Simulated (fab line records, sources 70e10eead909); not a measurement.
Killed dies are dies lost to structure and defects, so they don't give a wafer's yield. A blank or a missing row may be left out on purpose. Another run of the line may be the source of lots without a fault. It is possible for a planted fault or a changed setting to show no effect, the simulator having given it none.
Matching of chambers :: flow nand-harc :: NHARC_A_STAIRCASE_ALD_420 on ald-hk-04 has 4 sister chambers
The step deposits SiO2, target thk 20 nm, pulse time 6 s, ald cycles 200. 20 wafers are shown with their chamber, then 10 later ones without.

== EACH WAFER AND ITS CHAMBER ==
wafer: L075.1
chamber: 1
heater-power-outer-w (W): 271
heater-power-w (W): 479
precursor-pulse-height-rel: 1.009

wafer: L075.2
chamber: 0
heater-power-outer-w (W): 274
heater-power-w (W): 478
precursor-pulse-height-rel: 1.026

wafer: L075.6
chamber: 1
heater-power-outer-w (W): 272
heater-power-w (W): 491
precursor-pulse-height-rel: 1.012

wafer: L074.3
chamber: 2
heater-power-outer-w (W): 272
heater-power-w (W): 476
precursor-pulse-height-rel: 0.974

wafer: L074.4
chamber: 0
heater-power-outer-w (W): 271
heater-power-w (W): 484
precursor-pulse-height-rel: 0.960

wafer: L074.5
chamber: 0
heater-power-outer-w (W): 275
heater-power-w (W): 483
precursor-pulse-height-rel: 0.977

wafer: L079.2
chamber: 0
heater-power-outer-w (W): 252
heater-power-w (W): 464
precursor-pulse-height-rel: 0.990

wafer: L079.3
chamber: 2
heater-power-outer-w (W): 291
heater-power-w (W): 483
precursor-pulse-height-rel: 0.981

wafer: L079.5
chamber: 3
heater-power-outer-w (W): 277
heater-power-w (W): 499
precursor-pulse-height-rel: 0.984

wafer: L082.1
chamber: 0
heater-power-outer-w (W): 250
heater-power-w (W): 458
precursor-pulse-height-rel: 1.044

wafer: L082.3
chamber: 1
heater-power-outer-w (W): 277
heater-power-w (W): 465
precursor-pulse-height-rel: 0.965

wafer: L082.5
chamber: 3
heater-power-outer-w (W): 281
heater-power-w (W): 487
precursor-pulse-height-rel: 0.982

wafer: L083.1
chamber: 1
heater-power-outer-w (W): 274
heater-power-w (W): 469
precursor-pulse-height-rel: 0.987

wafer: L083.3
chamber: 0
heater-power-outer-w (W): 252
heater-power-w (W): 463
precursor-pulse-height-rel: 0.999

wafer: L083.6
chamber: 0
heater-power-outer-w (W): 254
heater-power-w (W): 470
precursor-pulse-height-rel: 1.013

wafer: L085.1
chamber: 1
heater-power-outer-w (W): 275
heater-power-w (W): 468
precursor-pulse-height-rel: 1.019

wafer: L085.2
chamber: 2
heater-power-outer-w (W): 294
heater-power-w (W): 494
precursor-pulse-height-rel: 0.987

wafer: L085.5
chamber: 2
heater-power-outer-w (W): 291
heater-power-w (W): 509
precursor-pulse-height-rel: 0.978

wafer: L084.1
chamber: 3
heater-power-outer-w (W): 287
heater-power-w (W): 497
precursor-pulse-height-rel: 0.993

wafer: L084.2
chamber: 2
heater-power-outer-w (W): 302
heater-power-w (W): 495
precursor-pulse-height-rel: 1.027

SIGNATURES (means of the wafers above)
reading: heater-power-outer-w
chamber 0: 261.14
chamber 1: 273.80
chamber 2: 290.00
chamber 3: 281.67
scatter within a chamber: 9.21

reading: heater-power-w
chamber 0: 471.43
chamber 1: 474.40
chamber 2: 491.40
chamber 3: 494.33
scatter within a chamber: 10.7

reading: precursor-pulse-height-rel
chamber 0: 1.00129
chamber 1: 0.99840
chamber 2: 0.98940
chamber 3: 0.98633
scatter within a chamber: 0.0236
Rule: a wafer's distance from a chamber is the root of the sum, over the readings, of the square of ((its reading less the chamber's mean) divided by the reading's scatter). If the next closest chamber is less than 2 further off than the closest, the wafer can't be placed; otherwise it belongs to the closest. How the scatter is found: for the shown wafers, subtract from each reading the mean of its chamber, square and add these, divide the total by (wafers less chambers), then take the root.

== WAFERS MISSING THEIR CHAMBER ==
wafer: L084.3
heater-power-outer-w (W): 255
heater-power-w (W): 469
precursor-pulse-height-rel: 0.959

wafer: L087.2
heater-power-outer-w (W): 288
heater-power-w (W): 497
precursor-pulse-height-rel: 0.983

wafer: L087.5
heater-power-outer-w (W): 277
heater-power-w (W): 459
precursor-pulse-height-rel: 1.010

wafer: L087.6
heater-power-outer-w (W): 300
heater-power-w (W): 505
precursor-pulse-height-rel: 0.981

wafer: L088.2
heater-power-outer-w (W): 254
heater-power-w (W): 460
precursor-pulse-height-rel: 1.034

wafer: L088.3
heater-power-outer-w (W): 291
heater-power-w (W): 509
precursor-pulse-height-rel: 0.953

wafer: L088.5
heater-power-outer-w (W): 294
heater-power-w (W): 495
precursor-pulse-height-rel: 1.010

wafer: L097.3
heater-power-outer-w (W): 265
heater-power-w (W): 457
precursor-pulse-height-rel: 1.001

wafer: L097.4
heater-power-outer-w (W): 295
heater-power-w (W): 522
precursor-pulse-height-rel: 1.000

wafer: L097.6
heater-power-outer-w (W): 263
heater-power-w (W): 461
precursor-pulse-height-rel: 1.029

== CHAMBER TAKEN BY EACH ==
wafer: L084.3
from the rows above: can't be placed: 0 or 1 or 3
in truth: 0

wafer: L087.2
from the rows above: can't be placed: 2 or 3
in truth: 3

wafer: L087.5
from the rows above: can't be placed: 1 or 0 or 2 or 3
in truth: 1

wafer: L087.6
from the rows above: can't be placed: 2 or 3
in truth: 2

wafer: L088.2
from the rows above: can't be placed: 0 or 1
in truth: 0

wafer: L088.3
from the rows above: can't be placed: 3 or 2 or 1
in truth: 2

wafer: L088.5
from the rows above: can't be placed: 2 or 3 or 1
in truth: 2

wafer: L097.3
from the rows above: can't be placed: 0 or 1
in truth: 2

wafer: L097.4
from the rows above: can't be placed: 2 or 3
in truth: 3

wafer: L097.6
from the rows above: can't be placed: 0 or 1
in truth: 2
Correctly placed: 0 of 10. Unplaceable from these rows: 10, with the true chamber sitting among the candidates in 8. Wrongly placed: 0.
